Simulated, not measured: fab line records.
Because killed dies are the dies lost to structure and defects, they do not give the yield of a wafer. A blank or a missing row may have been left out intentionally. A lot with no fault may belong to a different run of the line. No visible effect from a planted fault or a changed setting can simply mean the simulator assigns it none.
Chamber matching :: flow nandHarc :: pecvd-04 running NHARC_P_M1_DEP_33: 3 sister chambers
The step deposits SiCN, target thk 30 nm. 16 wafers are shown with their chamber, then 8 later ones without.

## WAFERS WITH THEIR CHAMBER
wafer: L074.2
chamber: 2
heaterPowerW (W): 556

wafer: L074.5
chamber: 2
heaterPowerW (W): 561

wafer: L074.6
chamber: 1
heaterPowerW (W): 463

wafer: L076.1
chamber: 0
heaterPowerW (W): 571

wafer: L076.2
chamber: 2
heaterPowerW (W): 573

wafer: L076.6
chamber: 0
heaterPowerW (W): 571

wafer: L079.3
chamber: 0
heaterPowerW (W): 659

wafer: L079.4
chamber: 0
heaterPowerW (W): 653

wafer: L079.5
chamber: 1
heaterPowerW (W): 433

wafer: L086.1
chamber: 2
heaterPowerW (W): 573

wafer: L086.3
chamber: 1
heaterPowerW (W): 499

wafer: L086.5
chamber: 1
heaterPowerW (W): 496

wafer: L089.1
chamber: 0
heaterPowerW (W): 523

wafer: L089.4
chamber: 2
heaterPowerW (W): 576

wafer: L089.5
chamber: 1
heaterPowerW (W): 477

wafer: L091.1
chamber: 1
heaterPowerW (W): 414

SIGNATURES (means of the wafers above)
reading: heaterPowerW
chamber 0: 595.40
chamber 1: 463.67
chamber 2: 567.80
scatter within a chamber: 39.2
Rule: for a wafer and a chamber, the distance is found by dividing, reading by reading, the gap between the wafer's reading and the chamber's mean by the reading's scatter, squaring, summing and taking the root. If the next closest chamber is less than 2 further off than the closest, the wafer can't be placed; otherwise it belongs to the closest. The scatter: the root of (the sum of the squares of (reading less its chamber's mean) over the shown wafers, divided by (wafers less chambers)).

## WAFERS MISSING THEIR CHAMBER
wafer: L091.3
heaterPowerW (W): 503

wafer: L091.5
heaterPowerW (W): 520

wafer: L091.2
heaterPowerW (W): 635

wafer: L091.4
heaterPowerW (W): 643

wafer: L091.6
heaterPowerW (W): 425

wafer: L093.3
heaterPowerW (W): 432

wafer: L093.5
heaterPowerW (W): 660

wafer: L093.6
heaterPowerW (W): 435

## CHAMBER TAKEN BY EACH
wafer: L091.3
from the rows above: can't be placed: 1 or 2 or 0
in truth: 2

wafer: L091.5
from the rows above: can't be placed: 2 or 1 or 0
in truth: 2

wafer: L091.2
from the rows above: can't be placed: 0 or 2
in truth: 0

wafer: L091.4
from the rows above: can't be placed: 0 or 2
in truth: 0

wafer: L091.6
from the rows above: 1
in truth: 1

wafer: L093.3
from the rows above: 1
in truth: 1

wafer: L093.5
from the rows above: can't be placed: 0 or 2
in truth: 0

wafer: L093.6
from the rows above: 1
in truth: 1
Placed correctly: 3 of 8. Cannot be placed on the basis of these rows: 5; the candidates contain the true chamber in 5. 0 placed wrongly.
